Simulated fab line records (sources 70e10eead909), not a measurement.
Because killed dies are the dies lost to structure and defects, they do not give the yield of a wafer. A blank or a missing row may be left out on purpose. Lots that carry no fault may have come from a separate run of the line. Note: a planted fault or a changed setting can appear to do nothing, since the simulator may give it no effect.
Chamber matching + flow nandHarc + rieDiel-04 running NHARC_P_M2_DESCUM_14: 4 sister chambers
The step chemistry O2, time 3 s. 16 wafers are shown with their chamber, then 8 later ones without.

WAFERS, EACH WITH ITS CHAMBER
| wafer  | chamber | drypumpMotorCurrentA (A) | oesProductAu (a.u.) | throttleValvePct (%) |
|--------|---------|--------------------------|---------------------|----------------------|
| L241.3 | 3       | 5.84                     | 1.007               | 11.302               |
| L241.4 | 1       | 5.65                     | 0.997               | 11.305               |
| L241.5 | 0       | 6.25                     | 0.998               | 11.316               |
| L246.1 | 2       | 6.24                     | 0.999               | 11.324               |
| L246.3 | 3       | 5.82                     | 1.003               | 11.311               |
| L246.5 | 0       | 6.25                     | 1.005               | 11.306               |
| L245.3 | 2       | 6.22                     | 1.012               | 11.311               |
| L245.4 | 0       | 6.25                     | 1.006               | 11.297               |
| L245.6 | 0       | 6.25                     | 1.004               | 11.308               |
| L247.1 | 2       | 6.23                     | 1.004               | 11.290               |
| L247.3 | 0       | 6.23                     | 0.997               | 11.310               |
| L247.6 | 2       | 6.21                     | 1.009               | 11.300               |
| L248.3 | 1       | 5.68                     | 1.008               | 11.301               |
| L248.4 | 0       | 6.22                     | 1.002               | 11.322               |
| L248.5 | 2       | 6.23                     | 1.006               | 11.328               |
| L255.1 | 1       | 5.64                     | 1.002               | 11.311               |

SIGNATURES (averages over the wafers above)
| reading              | chamber 0 | chamber 1 | chamber 2 | chamber 3 | scatter within a chamber |
|----------------------|-----------|-----------|-----------|-----------|--------------------------|
| drypumpMotorCurrentA | 6.2417    | 5.6567    | 6.2260    | 5.8300    | 0.0143                   |
| oesProductAu         | 1.00200   | 1.00233   | 1.00600   | 1.00500   | 0.00444                  |
| throttleValvePct     | 11.30983  | 11.30567  | 11.31060  | 11.30650  | 0.0111                   |
Rule: a wafer's distance from a chamber is the root of the sum, over the readings, of the square of ((its reading less the chamber's mean) divided by the reading's scatter). The wafer belongs to the nearest chamber; if the next one is less than 2 further off, it can't be placed. The scatter is the square root of a quotient: the sum, over the shown wafers, of each reading's squared deviation from its chamber's mean, divided by wafers minus chambers.

WAFERS WITH NO CHAMBER GIVEN
| wafer  | drypumpMotorCurrentA (A) | oesProductAu (a.u.) | throttleValvePct (%) |
|--------|--------------------------|---------------------|----------------------|
| L255.3 | 5.79                     | 1.003               | 11.301               |
| L255.5 | 6.21                     | 1.001               | 11.304               |
| L254.1 | 5.82                     | 1.000               | 11.303               |
| L254.2 | 6.23                     | 1.012               | 11.303               |
| L254.5 | 5.64                     | 1.000               | 11.309               |
| L256.1 | 5.67                     | 0.990               | 11.316               |
| L256.2 | 6.21                     | 0.995               | 11.309               |
| L256.6 | 6.23                     | 0.996               | 11.302               |

EACH ONE'S CHAMBER
| wafer  | from the rows above     | in truth |
|--------|-------------------------|----------|
| L255.3 | 3                       | 3        |
| L255.5 | can't be placed: 2 or 0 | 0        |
| L254.1 | 3                       | 3        |
| L254.2 | can't be placed: 2 or 0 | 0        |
| L254.5 | 1                       | 1        |
| L256.1 | 1                       | 1        |
| L256.2 | can't be placed: 0 or 2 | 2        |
| L256.6 | can't be placed: 0 or 2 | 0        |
Placed correctly: 4 of 8. Can't be placed from these rows: 4 (the true chamber is among the candidates in 4). Wrongly placed: 0.
